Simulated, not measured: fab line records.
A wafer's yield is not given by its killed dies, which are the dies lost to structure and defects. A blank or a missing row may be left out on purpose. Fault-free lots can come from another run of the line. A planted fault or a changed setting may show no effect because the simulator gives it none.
fab line records	flow nand-harc
record: lots: 11	wafers: 33	last-day: 33
route steps=1302 shown A_M1@1196 A_BONDPAD@1204 END@1302
lots with no fault: from the same line, run without faults
start-h: hours from the record's opening day to when the first of the lot's shown wafers began	wait-h: time in hours since the lot's previous step	" identical to the entry in the row above	L1.1+2: one row covering several wafers at once	- value missing, or start not given	* or withheld: withheld	< > ~ a bound
route shown NAME@n: names a module that has steps shown in the file, with the first one's number in the route	usual: mean and standard deviation over wafers with no fault	same: alike in all rows	chamber/n: place in a boat	sites: the reading at each site	_std_site: their standard deviation	_edge_site: the outer-site mean with the inner-site mean subtracted	radius-mm: how far each site lies from the wafer's centre	mask NAME#n: copy n	behind: the tool/chamber that last shaped the wafer	hold: why the lot was held/for how many hours/how that ended	device: names the non-switching transistor (n, p or np)	end of line: tests of these same wafers at the route's end	a step given without rows: its recipe and nothing more	killed: the dies lost at the first sort to structure and to defects; this is not the yield of the wafer	map: the dies of a wafer, with x for killed, . for not killed, _ for no die there
set.NAME: the setting the step ran with; set.NAME@STEP: the setting that earlier step ran with	model.NAME: the simulator's own value behind a step, which no gauge read
steps of the route over a sample of lots; a table a step, a row a wafer
services: from which hour (start-h, from the record's first day; less than 0 if before it) a tool's chamber was out of use, for how many hours, and why
== steps ==
step: NHARC_A_M1_THK_MEAS_24
recipe: thk-meas-gauge: xrf
usual: thk-nm: 154.0/1.6
lot.wafer	tool	chamber	start-h	wait-h	thk-nm
L920.1	film-metro-02	-	518.82	-	151.9
L920.3	"	-	"	"	155.0
L920.5	"	-	"	"	153.9
L922.1	film-metro-02	-	545.33	-	154.2
L922.3	"	-	"	"	156.5
L922.4	"	-	"	"	153.6
L924.1	film-metro-02	-	561.98	-	156.8
L924.2	"	-	"	"	156.4
L924.3	"	-	"	"	154.5
L926.1	film-metro-01	-	581.73	-	153.9
L926.4	"	-	"	"	153.0
L926.6	"	-	"	"	154.1
L928.2	film-metro-02	-	605.07	-	153.9
L928.3	"	-	"	"	154.2
L928.6	"	-	"	"	149.5
L927.1	film-metro-02	-	610.50	-	153.4
L927.2	"	-	"	"	153.4
L927.5	"	-	"	"	154.6
L930.1	film-metro-01	-	633.28	-	155.3
L930.2	"	-	"	"	157.3
L930.4	"	-	"	"	154.2
L935.1	film-metro-02	-	692.78	-	153.5
L935.4	"	-	"	"	154.5
L935.6	"	-	"	"	155.8
L941.1	film-metro-02	-	734.04	-	153.5
L941.2	"	-	"	"	151.8
L941.3	"	-	"	"	153.5
L942.3	film-metro-02	-	746.82	-	152.9
L942.4	"	-	"	"	154.7
L942.6	"	-	"	"	154.2
L943.1	film-metro-02	-	747.79	-	151.9
L943.4	"	-	"	"	154.1
L943.5	"	-	"	"	152.3
step: NHARC_A_BONDPAD_THK_MEAS_30
recipe: thk-meas-gauge: ellipsometry
usual: thk-nm: 199.5/1.6
lot.wafer	tool	chamber	start-h	wait-h	thk-nm
L920.1	film-metro-02	-	520.34	0.2	200.7
L920.3	"	-	"	"	198.5
L920.5	"	-	"	"	199.0
L922.1	film-metro-02	-	546.84	0.2	199.5
L922.3	"	-	"	"	201.8
L922.4	"	-	"	"	198.5
L924.1	film-metro-02	-	563.50	0.2	200.5
L924.2	"	-	"	"	200.1
L924.3	"	-	"	"	201.0
L926.1	film-metro-02	-	583.25	0.2	201.2
L926.4	"	-	"	"	199.5
L926.6	"	-	"	"	202.1
L928.2	film-metro-01	-	606.59	0.2	199.8
L928.3	"	-	"	"	198.1
L928.6	"	-	"	"	200.5
L927.1	film-metro-01	-	612.01	0.2	199.5
L927.2	"	-	"	"	199.6
L927.5	"	-	"	"	197.8
L930.1	film-metro-02	-	634.80	0.2	199.4
L930.2	"	-	"	"	200.1
L930.4	"	-	"	"	199.4
L935.1	film-metro-02	-	694.28	0.2	200.3
L935.4	"	-	"	"	199.3
L935.6	"	-	"	"	198.3
L941.1	film-metro-02	-	735.55	0.2	197.0
L941.2	"	-	"	"	201.4
L941.3	"	-	"	"	198.3
L942.3	film-metro-02	-	748.33	0.2	203.0
L942.4	"	-	"	"	200.1
L942.6	"	-	"	"	199.1
L943.1	film-metro-02	-	749.31	0.2	201.2
L943.4	"	-	"	"	199.7
L943.5	"	-	"	"	201.8
step: NHARC_A_BONDPAD_ETCH_34
recipe: target-depth-a: 600	overetch-a: 180	time-s: 65.91	ion-energy-ev: 200	n2-flow-sccm: 150	h2-flow-sccm: 150	ar-flow-sccm: 0	rf-w: 400	bias-w: 150	chemistry: N2/H2
usual: bias-w: 150.0/0.42	chamber-pressure-mTorr: 29.998/0.028	drypump-motor-current-A: 5.5/0.54	oes-product-au: 1.008/0.012	rf-vpp-V: 430.6/2.3	showerhead-plenum-p-Torr: 2.04/0.075	throttle-valve-pct: 14.170/0.0083
lot.wafer	tool	chamber	start-h	wait-h	bias-w	chamber-pressure-mTorr	drypump-motor-current-A	oes-product-au	rf-hours-counter-h	rf-vpp-V	showerhead-plenum-p-Torr	throttle-valve-pct
L920.3	rie-diel-12	3	521.08	0.1	149.7	30.034	5.1	0.996	2	435.8	2.13	14.170
L920.1	"	0	"	"	149.2	29.969	4.8	0.999	2	428.4	1.92	14.173
L920.5	"	0	"	"	150.1	29.992	4.8	1.000	-	427.8	1.92	14.178
L922.4	rie-diel-12	0	547.70	0.1	149.5	30.024	4.8	0.990	3	425.4	1.92	14.153
L922.3	"	1	"	"	150.1	30.012	5.7	1.038	3	430.7	2.06	14.171
L922.1	"	3	"	"	150.2	30.045	5.1	0.998	3	433.3	2.13	14.183
L924.1	rie-diel-02	0	564.38	0.1	150.6	29.985	4.9	1.021	26	432.1	2.05	14.180
L924.3	"	1	"	"	149.5	29.976	5.8	1.016	24	431.2	2.02	14.178
L924.2	"	2	"	"	149.5	29.992	5.2	1.026	28	426.5	1.87	14.167
L926.4	rie-diel-12	0	584.12	0.1	150.3	30.012	4.8	1.011	4	426.8	1.92	14.172
L926.1	"	3	"	"	150.3	30.025	5.1	1.006	4	431.9	2.13	14.155
L926.6	"	1	"	"	150.1	29.993	5.7	1.008	-	431.6	2.06	14.183
L928.2	rie-diel-12	0	607.45	0.1	150.2	30.028	4.8	1.016	4	426.6	1.92	14.170
L928.3	"	3	"	"	150.2	29.991	5.1	1.006	4	433.8	2.13	14.159
L928.6	"	0	"	"	150.8	29.983	4.8	1.011	-	425.9	1.92	14.158
L927.2	rie-diel-12	2	612.88	0.1	150.6	30.008	6.1	1.023	4	433.1	2.07	14.172
L927.1	"	1	"	"	150.3	30.035	5.7	1.014	4	430.4	2.06	14.167
L927.5	"	2	"	"	149.7	30.027	6.1	1.019	-	432.4	2.07	14.169
L930.4	rie-diel-12	1	635.66	0.1	150.1	29.955	5.7	1.005	0	430.7	2.06	14.169
L930.1	"	2	"	"	150.8	29.948	6.1	0.992	0	431.2	2.07	14.161
L930.2	"	0	"	"	150.1	29.993	4.8	1.004	0	428.0	1.92	14.161
L935.1	rie-diel-12	1	695.14	0.1	150.4	30.006	5.7	0.850	2	431.4	2.06	14.176
L935.4	"	3	"	"	149.9	29.990	5.1	0.848	2	431.3	2.13	14.154
L935.6	"	2	"	"	150.1	29.999	6.1	1.008	-	432.5	2.07	14.176
L941.3	rie-diel-02	3	736.41	0.1	150.6	30.032	6.5	1.020	27	428.7	1.99	14.161
L941.1	"	0	"	"	150.3	30.031	4.9	1.012	33	429.7	2.04	14.172
L941.2	"	2	"	"	150.3	30.026	5.2	0.998	34	435.4	2.21	14.183
L942.3	rie-diel-12	0	749.10	0.1	150.4	29.965	4.8	1.016	4	429.3	1.92	14.177
L942.4	"	0	"	"	149.8	29.999	4.8	1.029	-	426.9	1.92	14.161
L942.6	"	1	"	"	149.8	29.982	5.7	1.006	-	431.4	2.06	14.168
L943.1	rie-diel-12	2	750.18	0.1	150.0	30.020	6.1	1.006	4	431.6	2.07	14.179
L943.4	"	3	"	"	150.2	30.032	5.1	0.990	4	433.4	2.13	14.154
L943.5	"	1	"	"	150.2	29.970	5.7	1.015	-	432.0	2.06	14.170
step: NHARC_A_BONDPAD_ETCH_12
recipe: target-depth-a: 2200	time-s: 110	chf3-flow-sccm: 50	o2-flow-sccm: 10	ar-flow-sccm: 200	rf-w: 500	bias-w: 200	chemistry: CHF3/O2
usual: bias-w: 199.9/0.68	chamber-pressure-mTorr: 25.000/0.022	drypump-motor-current-A: 5.5/0.52	oes-product-au: 0.954/0.024	rf-vpp-V: 370.6/2	showerhead-plenum-p-Torr: 2.41/0.085	throttle-valve-pct: 20.572/0.0091
lot.wafer	tool	chamber	start-h	wait-h	bias-w	chamber-pressure-mTorr	drypump-motor-current-A	oes-product-au	rf-hours-counter-h	rf-vpp-V	showerhead-plenum-p-Torr	throttle-valve-pct
L920.1	rie-diel-12	0	-	-	200.5	24.991	4.8	0.972	2	368.9	2.27	20.586
L920.3	"	2	"	"	199.1	25.000	6.1	0.973	3	371.2	2.44	20.557
L920.5	"	3	"	"	200.3	24.985	5.1	0.976	-	371.5	2.50	20.568
L922.3	rie-diel-12	2	-	-	200.0	25.018	6.1	0.972	3	370.5	2.44	20.578
L922.1	"	3	"	"	201.9	24.946	5.1	0.970	3	372.2	2.50	20.575
L922.4	"	0	"	"	199.6	24.990	4.8	0.946	3	368.0	2.27	20.584
L924.1	rie-diel-02	1	-	-	199.7	25.034	5.7	0.935	24	370.5	2.38	20.570
L924.3	"	2	"	"	200.2	24.998	5.2	0.941	28	366.6	2.22	20.574
L924.2	"	0	"	"	199.1	25.008	4.9	0.939	27	371.6	2.42	20.568
L926.4	rie-diel-12	2	-	-	199.8	24.977	6.1	0.986	4	371.7	2.44	20.574
L926.1	"	0	"	"	200.3	24.973	4.8	0.964	4	367.3	2.27	20.569
L926.6	"	2	"	"	199.2	24.996	6.1	0.985	-	373.2	2.44	20.575
L928.3	rie-diel-12	2	-	-	199.7	25.014	6.1	0.950	4	369.9	2.44	20.561
L928.2	"	0	"	"	199.8	24.995	4.8	0.953	4	368.6	2.27	20.576
L928.6	"	1	"	"	200.6	24.999	5.7	0.972	-	372.3	2.42	20.582
L927.2	rie-diel-12	3	-	-	200.5	25.011	5.1	0.932	4	372.5	2.50	20.568
L927.1	"	0	"	"	200.2	25.005	4.8	0.943	4	368.3	2.27	20.565
L927.5	"	1	"	"	200.1	25.023	5.7	0.938	-	369.7	2.42	20.566
L930.2	rie-diel-12	1	-	-	200.9	24.975	5.7	0.980	0	370.0	2.42	20.589
L930.1	"	2	"	"	198.9	24.982	6.1	1.004	0	370.4	2.44	20.557
L930.4	"	0	"	"	198.3	24.955	4.8	0.984	0	367.2	2.27	20.585
L935.1	rie-diel-12	2	-	-	199.1	25.019	6.1	0.919	2	371.4	2.44	20.554
L935.4	"	3	"	"	199.2	24.965	5.1	0.926	2	372.2	2.50	20.575
L935.6	"	1	"	"	199.6	24.964	5.7	0.925	-	370.5	2.42	20.584
L941.3	rie-diel-02	3	-	-	199.6	25.002	6.5	0.932	27	369.1	2.35	20.576
L941.1	"	0	"	"	199.0	25.009	4.9	0.931	33	369.0	2.40	20.584
L941.2	"	1	"	"	199.9	25.013	5.8	0.931	36	369.6	2.37	20.579
L942.3	rie-diel-12	3	-	-	200.2	25.004	5.1	0.917	4	372.2	2.50	20.582
L942.4	"	0	"	"	200.0	24.988	4.8	0.934	-	367.4	2.27	20.569
L942.6	"	1	"	"	200.0	24.988	5.7	0.922	-	370.4	2.42	20.580
L943.1	rie-diel-12	2	-	-	200.5	25.001	6.1	0.979	4	372.3	2.44	20.575
L943.4	"	3	"	"	200.5	24.985	5.1	0.946	4	373.2	2.49	20.588
L943.5	"	0	"	"	198.6	24.975	4.8	0.984	-	367.7	2.27	20.563
step: NHARC_END_SORT_01
recipe: temp-c: 25
usual: defect-limited-yield: 91/3	killed-at-array: 56/20	killed-at-other: 0.9/1.1	killed-at-periphery: 3.7/3	killed-dies: 61/21	killed-open: 2.9/1.6	killed-short: 2.6/1.4
same: gross-dies: 677
lot.wafer	tool	chamber	start-h	wait-h	defect-limited-yield[%]	killed-at-array	killed-at-other	killed-at-periphery	killed-dies	killed-open	killed-short
L920.1	prober-01	0	564.72	2.5	94	37	0	5	42	3	3
L920.3	prober-01	0	566.33	3.1	92	52	1	1	54	2	1
L920.5	prober-01	0	567.93	3.7	93	45	0	5	50	2	1
L922.1	prober-01	0	588.19	2.5	94	37	2	2	41	4	3
L922.3	prober-01	0	589.78	3.1	89	69	0	4	73	1	2
L922.4	prober-01	0	590.57	3.4	90	61	1	3	65	4	3
L924.1	prober-01	0	596.24	2.5	92	54	1	1	56	3	2
L924.2	prober-01	0	597.06	2.8	88	77	0	3	80	4	4
L924.3	prober-01	0	597.87	3.1	88	76	0	5	81	3	3
L926.1	prober-02	0	614.94	2.5	88	76	0	2	78	0	3
L926.4	prober-02	0	617.36	3.4	90	63	1	2	66	3	4
L926.6	prober-02	0	618.98	4.0	89	72	0	1	73	2	2
L927.1	prober-02	0	640.07	2.5	90	64	0	4	68	6	2
L927.2	prober-02	0	640.88	2.8	88	77	0	1	78	3	3
L927.5	prober-02	0	643.30	3.7	88	83	0	1	84	2	2
L928.2	prober-01	0	640.87	2.8	93	46	0	1	47	5	6
L928.3	prober-01	0	641.67	3.1	94	38	0	3	41	2	1
L928.6	prober-01	0	644.06	4.0	94	35	1	2	38	3	5
L930.1	prober-02	0	668.87	2.5	86	89	2	5	96	0	2
L930.2	prober-02	0	669.67	2.8	88	77	2	2	81	1	1
L930.4	prober-02	0	671.27	3.4	91	58	1	3	62	5	4
L935.1	prober-02	0	724.84	2.5	93	43	0	4	47	2	3
L935.4	prober-02	0	727.21	3.4	92	49	0	2	51	2	3
L935.6	prober-02	0	728.79	4.0	94	40	0	2	42	2	3
L941.1	prober-02	0	772.87	2.5	91	57	5	0	62	2	2
L941.2	prober-02	0	773.68	2.8	91	54	4	4	62	2	3
L941.3	prober-02	0	774.49	3.1	90	63	2	1	66	4	3
L943.1	prober-01	0	779.38	2.5	89	73	1	3	77	3	2
L943.4	prober-01	0	781.77	3.4	92	52	0	3	55	2	4
L943.5	prober-01	0	782.56	3.7	92	49	1	2	52	4	1
L942.3	prober-02	0	782.36	3.1	93	44	2	4	50	2	0
L942.4	prober-02	0	783.17	3.4	92	50	1	2	53	2	5
L942.6	prober-02	0	784.77	4.0	92	52	1	4	57	2	4
killed by level:class
L920.1 A_SLIT:chamber-film-flake=18 A_CHANNEL_HOLE_D2:chamber-film-flake=7 P_CONTACT:chamber-film-flake=3 A_STAIRCASE:chamber-film-flake=3 A_WL_FILL:geometric-particle:short=2 A_CONTACT:chamber-film-flake=2 A_ONON_D2:geometric-particle:open=1 A_ONON_D2:geometric-particle:short=1
L920.3 A_SLIT:chamber-film-flake=31 A_STAIRCASE:chamber-film-flake=8 A_CHANNEL_HOLE_D2:chamber-film-flake=5 A_WL_FILL:chamber-film-flake=2 A_M0:chamber-film-flake=2 A_WL_FILL:geometric-particle:short=1 A_WL_FILL:geometric-particle:open=1 P_CONTACT:chamber-film-flake=1
L920.5 A_SLIT:chamber-film-flake=26 A_STAIRCASE:chamber-film-flake=10 A_WL_FILL:chamber-film-flake=3 P_CONTACT:chamber-film-flake=2 A_M0:chamber-film-flake=2 P_STI:geometric-particle:short=1 P_STI:geometric-particle:open=1 P_M0:geometric-particle:open=1
L922.1 A_CHANNEL_HOLE_D2:chamber-film-flake=14 A_CHANNEL_HOLE_D1:chamber-film-flake=9 A_CONTACT:chamber-film-flake=6 A_BLC:geometric-particle:open=2 P_GATE:chamber-film-flake=2 THIN_TSV:chamber-film-flake=2 A_ONON_D1:geometric-particle:short=1 A_CHANNEL_FILL_D1:geometric-particle:open=1
L922.3 A_CHANNEL_HOLE_D1:chamber-film-flake=31 A_CHANNEL_HOLE_D2:chamber-film-flake=17 A_CONTACT:chamber-film-flake=13 P_GATE:chamber-film-flake=4 A_STAIRCASE:chamber-film-flake=2 A_SGD_CUT:geometric-particle:short=1 A_WL_FILL:geometric-particle:short=1 A_CONTACT:geometric-particle:open=1
L922.4 A_CHANNEL_HOLE_D2:chamber-film-flake=23 A_CHANNEL_HOLE_D1:chamber-film-flake=19 A_CONTACT:chamber-film-flake=10 A_STAIRCASE:chamber-film-flake=3 P_M1:geometric-particle:short=1 A_CHANNEL_FILL_D1:geometric-particle:open=1 A_CHANNEL_FILL_D1:geometric-particle:short=1 A_ONON_D2:geometric-particle:short=1
L924.1 A_SLIT:chamber-film-flake=26 A_CHANNEL_HOLE_D2:chamber-film-flake=21 A_CONTACT:chamber-film-flake=2 A_ONON_D1:geometric-particle:open=1 A_ONON_D2:geometric-particle:short=1 A_ONON_D2:geometric-particle:open=1 A_CHANNEL_FILL_D2:geometric-particle:short=1 P_GATE:chamber-film-flake=1
L924.2 A_CHANNEL_HOLE_D2:chamber-film-flake=35 A_SLIT:chamber-film-flake=24 A_CHANNEL_HOLE_D1:chamber-film-flake=4 A_CONTACT:chamber-film-flake=3 A_STAIRCASE:chamber-film-flake=3 A_M0:geometric-particle:open=2 P_CONTACT:geometric-particle:short=1 P_M2:geometric-particle:open=1
L924.3 A_CHANNEL_HOLE_D2:chamber-film-flake=37 A_SLIT:chamber-film-flake=23 A_CONTACT:chamber-film-flake=4 A_CHANNEL_HOLE_D1:chamber-film-flake=3 A_STAIRCASE:chamber-film-flake=2 A_WL_FILL:chamber-film-flake=2 P_CONTACT:geometric-particle:open=1 P_M0:geometric-particle:short=1
L926.1 A_SLIT:chamber-film-flake=28 A_CHANNEL_HOLE_D2:chamber-film-flake=26 A_CONTACT:chamber-film-flake=11 A_WL_FILL:chamber-film-flake=4 A_SGD_CUT:chamber-film-flake=3 A_ONON_D2:geometric-particle:short=2 P_ZERO_WELL:chamber-film-flake=2 A_WL_FILL:geometric-particle:short=1
L926.4 A_SLIT:chamber-film-flake=26 A_CHANNEL_HOLE_D2:chamber-film-flake=16 A_CONTACT:chamber-film-flake=6 A_WL_FILL:chamber-film-flake=4 A_CHANNEL_HOLE_D1:chamber-film-flake=3 A_SGD_CUT:chamber-film-flake=3 A_CHANNEL_FILL_D2:geometric-particle:short=2 P_M2:geometric-particle:open=1
L926.6 A_SLIT:chamber-film-flake=38 A_CHANNEL_HOLE_D2:chamber-film-flake=18 A_CONTACT:chamber-film-flake=7 A_CHANNEL_HOLE_D1:chamber-film-flake=2 A_CHANNEL_FILL_D1:chamber-film-flake=2 A_DECK1_JOINT:geometric-particle:short=1 A_ONON_D2:geometric-particle:open=1 A_WL_FILL:geometric-particle:short=1
L927.1 A_SLIT:chamber-film-flake=31 A_CHANNEL_HOLE_D2:chamber-film-flake=18 A_CHANNEL_HOLE_D1:chamber-film-flake=4 A_CONTACT:chamber-film-flake=3 A_M0:geometric-particle:open=2 P_ZERO_WELL:chamber-film-flake=2 P_M0:geometric-particle:open=1 A_ONON_D1:geometric-particle:open=1
L928.2 A_CONTACT:chamber-film-flake=14 A_CHANNEL_HOLE_D2:chamber-film-flake=10 A_CHANNEL_HOLE_D1:chamber-film-flake=7 A_WL_FILL:geometric-particle:short=3 A_WL_FILL:geometric-particle:open=2 A_CONTACT:geometric-particle:open=2 A_SGD_CUT:chamber-film-flake=2 P_M0:geometric-particle:open=1
L927.2 A_CHANNEL_HOLE_D2:chamber-film-flake=33 A_SLIT:chamber-film-flake=29 A_M0:geometric-particle:open=3 A_CHANNEL_FILL_D1:geometric-particle:short=2 A_CHANNEL_HOLE_D1:chamber-film-flake=2 A_CHANNEL_FILL_D2:chamber-film-flake=2 A_WL_FILL:chamber-film-flake=2 A_CHANNEL_HOLE_D1:geometric-particle:short=1
L928.3 A_CHANNEL_HOLE_D2:chamber-film-flake=12 A_CONTACT:chamber-film-flake=12 A_CHANNEL_HOLE_D1:chamber-film-flake=4 A_WL_FILL:chamber-film-flake=3 P_ZERO_WELL:chamber-film-flake=2 A_SLIT:chamber-film-flake=2 A_CHANNEL_FILL_D1:geometric-particle:open=1 A_CHANNEL_HOLE_D2:geometric-particle:short=1
L927.5 A_SLIT:chamber-film-flake=33 A_CHANNEL_HOLE_D2:chamber-film-flake=29 A_CHANNEL_HOLE_D1:chamber-film-flake=9 A_CONTACT:chamber-film-flake=4 A_WL_FILL:chamber-film-flake=2 P_GATE:geometric-particle:open=1 A_CHANNEL_FILL_D2:geometric-particle:open=1 A_CHANNEL_FILL_D2:geometric-particle:short=1
L928.6 A_CHANNEL_HOLE_D2:chamber-film-flake=11 A_CONTACT:chamber-film-flake=8 A_CHANNEL_FILL_D1:chamber-film-flake=3 A_WL_FILL:geometric-particle:short=2 A_M0:geometric-particle:open=2 A_CHANNEL_HOLE_D1:chamber-film-flake=2 A_STAIRCASE:chamber-film-flake=2 A_SLIT:chamber-film-flake=2
L930.1 A_SLIT:chamber-film-flake=33 A_CHANNEL_HOLE_D1:chamber-film-flake=30 A_CHANNEL_HOLE_D2:chamber-film-flake=14 A_CONTACT:chamber-film-flake=4 P_GATE:chamber-film-flake=3 A_STAIRCASE:chamber-film-flake=3 P_STI:chamber-film-flake=2 A_BLC:chamber-film-flake=2
L930.2 A_SLIT:chamber-film-flake=25 A_CHANNEL_HOLE_D1:chamber-film-flake=23 A_CHANNEL_HOLE_D2:chamber-film-flake=16 A_CONTACT:chamber-film-flake=5 A_STAIRCASE:chamber-film-flake=3 P_GATE:chamber-film-flake=2 A_SGD_CUT:geometric-particle:open=1 A_WL_FILL:geometric-particle:short=1
L930.4 A_CHANNEL_HOLE_D1:chamber-film-flake=21 A_SLIT:chamber-film-flake=18 A_CHANNEL_HOLE_D2:chamber-film-flake=6 A_CONTACT:chamber-film-flake=3 A_BONDPAD:chamber-film-flake=3 A_ONON_D1:geometric-particle:short=2 P_GATE:geometric-particle:open=1 A_ONON_D1:geometric-particle:open=1
L935.1 A_CHANNEL_HOLE_D1:chamber-film-flake=27 A_SLIT:chamber-film-flake=5 A_STAIRCASE:chamber-film-flake=3 P_STI:chamber-film-flake=2 P_GATE:chamber-film-flake=2 A_DECK1_JOINT:geometric-particle:open=1 A_DECK1_JOINT:geometric-particle:short=1 A_CHANNEL_FILL_D2:geometric-particle:short=1
L935.4 A_CHANNEL_HOLE_D1:chamber-film-flake=34 A_SLIT:chamber-film-flake=4 A_STAIRCASE:chamber-film-flake=3 A_WL_FILL:chamber-film-flake=2 A_ONON_D1:geometric-particle:open=1 A_CHANNEL_FILL_D1:geometric-particle:short=1 A_CHANNEL_FILL_D1:geometric-particle:open=1 A_DECK1_JOINT:geometric-particle:short=1
L935.6 A_CHANNEL_HOLE_D1:chamber-film-flake=21 A_STAIRCASE:chamber-film-flake=6 A_DECK1_JOINT:chamber-film-flake=2 A_CHANNEL_HOLE_D2:geometric-particle:short=1 A_DECK1_JOINT:geometric-particle:short=1 A_DECK1_JOINT:geometric-particle:open=1 A_CHANNEL_HOLE_D2:geometric-particle:open=1 A_CHANNEL_FILL_D2:geometric-particle:short=1
L941.1 A_SLIT:chamber-film-flake=33 A_CONTACT:chamber-film-flake=8 A_M1:chamber-film-flake=4 THIN_TSV:chamber-film-flake=4 A_CHANNEL_HOLE_D1:unspecified=3 A_CHANNEL_HOLE_D1:chamber-film-flake=2 A_STAIRCASE:chamber-film-flake=2 A_WL_FILL:chamber-film-flake=2
L941.2 A_SLIT:chamber-film-flake=33 A_CONTACT:chamber-film-flake=10 THIN_TSV:chamber-film-flake=4 A_CHANNEL_HOLE_D1:unspecified=3 P_CONTACT:geometric-particle:open=2 A_M1:chamber-film-flake=2 A_DECK1_JOINT:geometric-particle:short=1 A_ONON_D2:geometric-particle:short=1
L941.3 A_SLIT:chamber-film-flake=31 A_CONTACT:chamber-film-flake=14 A_M1:chamber-film-flake=5 A_CHANNEL_HOLE_D1:chamber-film-flake=2 A_WL_FILL:chamber-film-flake=2 THIN_TSV:chamber-film-flake=2 A_ONON_D1:geometric-particle:open=1 A_ONON_D1:geometric-particle:short=1
L943.1 A_SLIT:chamber-film-flake=43 A_CHANNEL_HOLE_D1:chamber-film-flake=25 P_M0:geometric-particle:short=1 P_M0:geometric-particle:open=1 P_M1:geometric-particle:open=1 A_ONON_D1:geometric-particle:open=1 A_M0:geometric-particle:short=1 A_CHANNEL_FILL_D1:chamber-film-flake=1
L943.4 A_SLIT:chamber-film-flake=22 A_CHANNEL_HOLE_D1:chamber-film-flake=18 A_CONTACT:chamber-film-flake=6 A_CHANNEL_FILL_D2:geometric-particle:short=2 P_ZERO_WELL:chamber-film-flake=2 P_M1:geometric-particle:open=1 A_CHANNEL_FILL_D2:geometric-particle:open=1 A_WL_FILL:geometric-particle:short=1
L942.3 A_CHANNEL_HOLE_D2:chamber-film-flake=30 A_SLIT:chamber-film-flake=8 P_GATE:chamber-film-flake=2 A_ZERO_WELL:chamber-film-flake=2 THIN_TSV:chamber-film-flake=2 P_M0:geometric-particle:open=1 A_M0:geometric-particle:open=1 P_ZERO_WELL:chamber-film-flake=1
L943.5 A_SLIT:chamber-film-flake=27 A_CHANNEL_HOLE_D1:chamber-film-flake=13 A_CONTACT:chamber-film-flake=2 A_ONON_D1:geometric-particle:open=1 A_CHANNEL_FILL_D1:geometric-particle:open=1 A_DECK1_JOINT:geometric-particle:short=1 A_CHANNEL_HOLE_D2:geometric-particle:open=1 A_M0:geometric-particle:open=1
L942.4 A_CHANNEL_HOLE_D2:chamber-film-flake=35 A_SLIT:chamber-film-flake=7 A_CHANNEL_FILL_D2:geometric-particle:short=2 P_CONTACT:geometric-particle:open=1 P_BONDPAD:geometric-particle:short=1 A_CHANNEL_FILL_D1:geometric-particle:open=1 A_WL_FILL:geometric-particle:short=1 A_M0:geometric-particle:short=1
L942.6 A_CHANNEL_HOLE_D2:chamber-film-flake=35 A_SLIT:chamber-film-flake=8 A_WL_FILL:geometric-particle:short=2 P_STI:chamber-film-flake=2 A_ZERO_WELL:chamber-film-flake=2 A_SGD_CUT:chamber-film-flake=2 P_CONTACT:geometric-particle:short=1 P_CONTACT:geometric-particle:open=1
== services ==
tool	chamber	start-h	hours	kind
rie-diel-12	0	503.40	-	clean
rie-diel-12	1	503.40	-	clean
rie-diel-12	2	503.40	-	clean
rie-diel-12	3	503.40	-	clean
rie-diel-12	-	509.29	2.0	repair
rie-diel-02	3	524.81	10.6	repair
rie-diel-12	0	527.90	-	clean
rie-diel-12	1	527.90	-	clean
rie-diel-12	2	527.90	-	clean
rie-diel-12	3	527.90	-	clean
rie-diel-12	-	534.46	0.4	repair
rie-diel-02	2	547.21	2.3	repair
rie-diel-12	2	558.57	5.1	repair
rie-diel-12	1	560.37	3.8	repair
rie-diel-02	-	570.71	9.0	pm
rie-diel-02	-	599.33	2.7	repair
rie-diel-12	-	622.40	9.0	pm
rie-diel-02	3	624.85	8.1	repair
rie-diel-12	0	648.72	7.0	repair
rie-diel-12	3	655.59	5.9	repair
rie-diel-02	3	699.41	8.9	repair
rie-diel-12	3	708.19	6.6	repair
rie-diel-12	2	741.92	8.1	repair
rie-diel-02	-	747.71	9.0	pm
== key ==
first-sign: step: NHARC_A_BONDPAD_ETCH_34	reading: oes-product-au	direction: down	sigmas: 13	usual: 1.008	struck: 0.849
effect none on later readings
met-at NHARC_A_BONDPAD_ETCH_34
struck-lots L935
struck-wafers L935.1,L935.4
not-acting-at NHARC_A_M1_THK_MEAS_24,NHARC_A_BONDPAD_THK_MEAS_30,NHARC_A_BONDPAD_ETCH_12
onset-between 635.66 695.14
fault: kind: process-parameter-drift	tool: rie-diel-12	chamber: -	onset-h: 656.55	steps: NHARC_A_BONDPAD_ETCH_34	channel: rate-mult	offset: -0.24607	shape: step	end-h: 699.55	scope: struck-wafers-only
